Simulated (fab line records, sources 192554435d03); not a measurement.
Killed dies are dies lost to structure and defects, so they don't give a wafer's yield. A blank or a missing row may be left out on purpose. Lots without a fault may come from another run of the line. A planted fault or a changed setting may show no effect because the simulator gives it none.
fab line records | flow n5_finfet | part 2 of 2: steps 27 to 32 of 32
record lots=5 wafers=15 last_day=19
route steps=1938 shown HKMG_FIN@404
lots that met no fault: from a run of the same line without faults
start_h: hours from the record's first day to the start of the lot's first wafer shown | wait_h: hours since the lot's step before | " the same as in the row above | L1.1+2: a row that stands for several wafers | - no value, or no start given | * or withheld: withheld | < > ~ a bound
route shown NAME@n: a module of which the file shows steps, and the number in the route of the first | usual: mean/standard deviation of fault-free wafers | same: alike in all rows | chamber/n: place in a boat | sites: the reading at each site | _std_site: their standard deviation | _edge_site: outer sites' mean less inner sites' | radius_mm: how far each site lies from the wafer's centre | mask NAME#n: copy n | behind: the tool/chamber that last shaped the wafer | hold: why the lot was held/for how many hours/how that ended | device: the transistor (n, p or np) that didn't switch | end of line: the same wafers' tests at the end of the route | a step without rows: its recipe alone | killed: dies lost to structure and defects at the first sort, not the wafer's yield | map: a wafer's dies, x killed, . not, _ none there
set.NAME: the setting as run; set.NAME@STEP: as run at that earlier step | model.NAME: the simulator's own value behind a step, which no gauge read
lots at some steps of the route; a table a step, a row a wafer
services: from which hour (start_h, from the record's first day; less than 0 if before it) a tool's chamber was out of use, for how many hours, and why
## steps
# step N5_HKMG_FIN_CD_MEAS_12
# recipe target_cd_nm=92.8 landing_energy_ev=500 detector=se_inlens
# usual cd_nm=93.6/0.87
# columns lot.wafer tool chamber start_h wait_h cd_nm
L078.3 cd_sem-02 0 99.46 - 94.1
L078.4 " 0 " " 93.9
L078.5 " 0 " " 93.5
L082.1 cd_sem-02 0 130.11 - 93.8
L082.3 " 0 " " 92.4
L082.4 " 0 " " 92.7
L090.2 cd_sem-02 0 173.79 - 92.3
L090.3 " 0 " " 92.8
L090.5 " 0 " " 93.0
L091.2 cd_sem-02 0 185.21 - 93.4
L091.5 " 0 " " 92.8
L091.6 " 0 " " 95.4
L096.1 cd_sem-01 0 210.76 - 93.5
L096.2 " 0 " " 95.5
L096.3 " 0 " " 93.8
# step N5_HKMG_FIN_OVL_MEAS_13
# recipe points_per_wafer=44
# usual NWFM_OVL=0.0/0.72
# columns lot.wafer tool chamber start_h wait_h NWFM_OVL[nm]
L078.3 overlay-01 0 99.49 0.0 1.4
L078.4 " 0 " " 1.2
L078.5 " 0 " " 1.6
L082.1 overlay-01 0 130.14 0.0 -1.3
L082.3 " 0 " " -1.8
L082.4 " 0 " " -1.4
L090.2 overlay-02 0 173.82 0.0 1.2
L090.3 " 0 " " 0.3
L090.5 " 0 " " 0.0
L091.2 overlay-02 0 185.24 0.0 -0.5
L091.5 " 0 " " 0.9
L091.6 " 0 " " -1.1
L096.1 overlay-02 0 210.79 0.0 -0.2
L096.2 " 0 " " 0.4
L096.3 " 0 " " -0.3
# step N5_HKMG_FIN_INSPECT_14
# recipe mode=adi inspect_instrument=macro
# usual raw_defect_count=2/1.4
# columns lot.wafer tool chamber start_h wait_h raw_defect_count
L078.3 defect_inspect-01 - 99.51 0.0 1
L078.4 " - " " 2
L078.5 " - " " 2
L082.1 defect_inspect-01 - 130.17 0.0 2
L082.3 " - " " 3
L082.4 " - " " 1
L090.2 defect_inspect-02 - 173.84 0.0 5
L090.3 " - " " 1
L090.5 " - " " 2
L091.2 defect_inspect-02 - 185.27 0.0 3
L091.5 " - " " 2
L091.6 " - " " 2
L096.1 defect_inspect-01 - 210.82 0.0 1
L096.2 " - " " 3
L096.3 " - " " 3
# step N5_HKMG_FIN_DESCUM_17
# recipe chemistry=O2 time_s=7.9 source_power_w=50 bias_power_w=20 pressure_mtorr=20 rf_frequency_hz=2.712e+07 temp_c=40 resist=CAR-ArF o2_flow_sccm=225
# usual bias_power_w=20.00/0.071 drypump_motor_current_A=5.9/0.42 oes_product_au=0.79/0.075 rf_vpp_V=243.3/1.1 showerhead_plenum_p_Torr=2.10/0.062 throttle_valve_pct=20.4/0.33
# columns lot.wafer tool chamber start_h wait_h bias_power_w drypump_motor_current_A oes_product_au rf_hours_counter_h rf_vpp_V showerhead_plenum_p_Torr throttle_valve_pct
L078.3 rie_diel-06 3 99.55 0.0 20.07 5.3 0.90 11 244.0 2.15 20.4
L078.4 " 0 " " 20.04 5.7 0.83 97 245.7 2.21 20.4
L078.5 " 1 " " 19.99 6.5 0.72 - 245.7 2.13 20.5
L082.1 rie_diel-03 0 130.20 0.0 19.99 6.1 0.73 158 243.1 2.13 21.0
L082.3 " 3 " " 19.85 6.3 0.88 62 242.3 2.02 19.9
L082.4 " 2 " " 19.95 5.4 0.75 163 241.9 2.06 20.0
L090.2 rie_diel-06 3 173.87 0.0 19.96 5.3 0.85 35 242.9 2.14 20.4
L090.3 " 2 " " 19.89 5.4 0.74 191 243.2 2.08 20.3
L090.5 " 2 " " 19.83 5.3 0.74 - 243.1 2.08 20.3
L091.2 rie_diel-06 1 185.30 0.0 19.99 6.5 0.69 240 243.6 2.12 20.5
L091.5 " 3 " " 20.01 5.3 0.83 - 244.5 2.14 20.4
L091.6 " 2 " " 20.07 5.4 0.73 - 244.4 2.08 20.3
L096.1 rie_diel-01 1 210.92 0.1 20.08 6.0 0.72 181 242.7 1.98 20.3
L096.2 " 3 " " 20.05 6.1 0.68 236 243.2 2.08 21.0
L096.3 " 2 " " 19.92 6.3 0.90 41 243.0 2.14 20.6
# step N5_HKMG_FIN_ETCH_31
# recipe chemistry=CF4 target=SiARC target_depth_a=455 mask_material=CAR-ArF time_s=75.8 ion_energy_ev=80 pressure_mtorr=40 source_w=545 bias_w=36 Ar_flow_sccm=100 cf4_flow_sccm=100 ends=cleared
# usual cf4_flow_sccm=100.0/0.31 drypump_motor_current_A=5.9/0.42 etch_rf_on_time_s=76.7/2.6 oes_product_au=0.66/0.06 rf_vpp_V=184.2/1.1 showerhead_plenum_p_Torr=2.15/0.057 throttle_valve_pct=15.65/0.21
# columns lot.wafer tool chamber start_h wait_h cf4_flow_sccm drypump_motor_current_A etch_rf_on_time_s oes_product_au rf_hours_counter_h rf_vpp_V showerhead_plenum_p_Torr throttle_valve_pct
L078.3 rie_diel-06 3 99.58 0.0 99.9 5.3 79.5 0.76 11 184.8 2.20 15.52
L078.4 " 0 " " 100.3 5.7 73.4 0.70 97 186.0 2.26 15.66
L078.5 " 1 " " 99.9 6.5 78.0 0.61 - 185.5 2.20 15.86
L082.1 rie_diel-03 0 130.24 0.0 100.1 6.1 73.6 0.63 158 185.2 2.14 15.92
L082.3 " 3 " " 99.3 6.3 76.0 0.73 62 183.4 2.09 15.22
L082.4 " 2 " " 99.6 5.4 77.2 0.62 163 184.7 2.13 15.41
L090.2 rie_diel-06 3 173.91 0.0 101.0 5.3 81.2 0.71 35 185.8 2.19 15.56
L090.3 " 2 " " 99.7 5.4 79.0 0.62 191 184.0 2.12 15.56
L090.5 " 2 " " 100.0 5.3 79.4 0.62 - 184.4 2.12 15.56
L091.2 rie_diel-06 1 185.34 0.0 100.0 6.5 78.6 0.59 240 185.1 2.19 15.93
L091.5 " 3 " " 100.2 5.2 79.6 0.70 - 184.8 2.19 15.58
L091.6 " 2 " " 100.0 5.4 78.4 0.63 - 184.3 2.12 15.59
L096.1 rie_diel-01 1 210.96 0.0 99.8 6.0 78.0 0.60 181 182.9 2.04 15.65
L096.2 " 3 " " 100.7 6.1 72.6 0.61 236 183.3 2.11 15.96
L096.3 " 2 " " 100.1 6.2 74.5 0.76 41 184.8 2.18 15.66
# step N5_HKMG_FIN_ETCH_32
# recipe chemistry=N2/H2 target=SOC target_depth_a=2400 temp_c=40 time_s=300 ion_energy_ev=200 mask_material=SiARC pressure_mtorr=30 source_w=840 bias_w=150 n2_flow_sccm=200 h2_flow_sccm=200
# usual drypump_motor_current_A=5.9/0.42 oes_product_au=0.77/0.069 rf_vpp_V=524.2/2 showerhead_plenum_p_Torr=2.55/0.072 throttle_valve_pct=17.83/0.23
# columns lot.wafer tool chamber start_h wait_h drypump_motor_current_A oes_product_au rf_hours_counter_h rf_vpp_V showerhead_plenum_p_Torr throttle_valve_pct
L078.3 rie_diel-06 3 99.64 0.0 5.3 0.89 11 524.7 2.59 17.67
L078.4 " 0 " " 5.7 0.81 97 528.1 2.66 17.62
L078.5 " 1 " " 6.5 0.71 - 525.9 2.63 18.15
L082.1 rie_diel-03 0 130.29 0.0 6.1 0.74 159 524.1 2.51 17.94
L082.3 " 3 " " 6.3 0.86 62 521.6 2.47 17.39
L082.4 " 2 " " 5.4 0.73 163 523.5 2.56 17.77
L090.2 rie_diel-06 3 173.96 0.0 5.2 0.82 35 525.4 2.58 17.71
L090.3 " 2 " " 5.4 0.72 191 524.2 2.54 17.81
L090.5 " 2 " " 5.4 0.72 - 522.9 2.54 17.80
L091.2 rie_diel-06 1 185.39 0.0 6.5 0.68 240 524.5 2.61 18.21
L091.5 " 3 " " 5.3 0.82 - 527.0 2.58 17.71
L091.6 " 2 " " 5.4 0.71 - 522.6 2.53 17.79
L096.1 rie_diel-01 1 211.01 0.0 6.0 0.70 182 522.3 2.40 17.65
L096.2 " 3 " " 6.1 0.72 236 522.7 2.51 18.23
L096.3 " 2 " " 6.3 0.88 41 523.4 2.59 17.86
## services
# columns tool chamber start_h hours kind
arfi_scanner-01 - 74.06 1.0 pm
ald_metal-01 - 75.63 1.8 repair
thermal_cvd_si-01 - 79.64 1.0 repair
ald_metal-04 0 89.24 36.0 repair
rie_diel-03 1 92.41 36.0 repair
arfi_scanner-03 - 94.23 4.9 pm
arfi_scanner-01 - 112.04 0.7 repair
arfi_scanner-01 - 115.45 4.9 repair
arfi_scanner-03 - 120.27 2.3 repair
thermal_cvd_si-01 2 120.29 4.6 repair
ald_metal-03 - 130.52 0.3 repair
arfi_scanner-01 - 130.54 1.3 pm
ald_metal-03 - 130.98 6.0 pm
arfi_scanner-02 - 133.91 0.8 pm
ald_metal-01 - 139.30 1.3 repair
arfi_scanner-02 - 144.63 1.3 pm
arfi_scanner-02 - 146.98 2.2 repair
arfi_scanner-02 - 158.36 1.0 pm
thermal_cvd_si-01 1 162.71 3.2 repair
arfi_scanner-01 - 164.48 0.6 repair
arfi_scanner-01 - 172.96 3.1 pm
arfi_scanner-02 - 174.20 1.0 pm
ald_metal-01 - 206.61 2.8 pm
ald_metal-03 3 207.26 9.5 repair
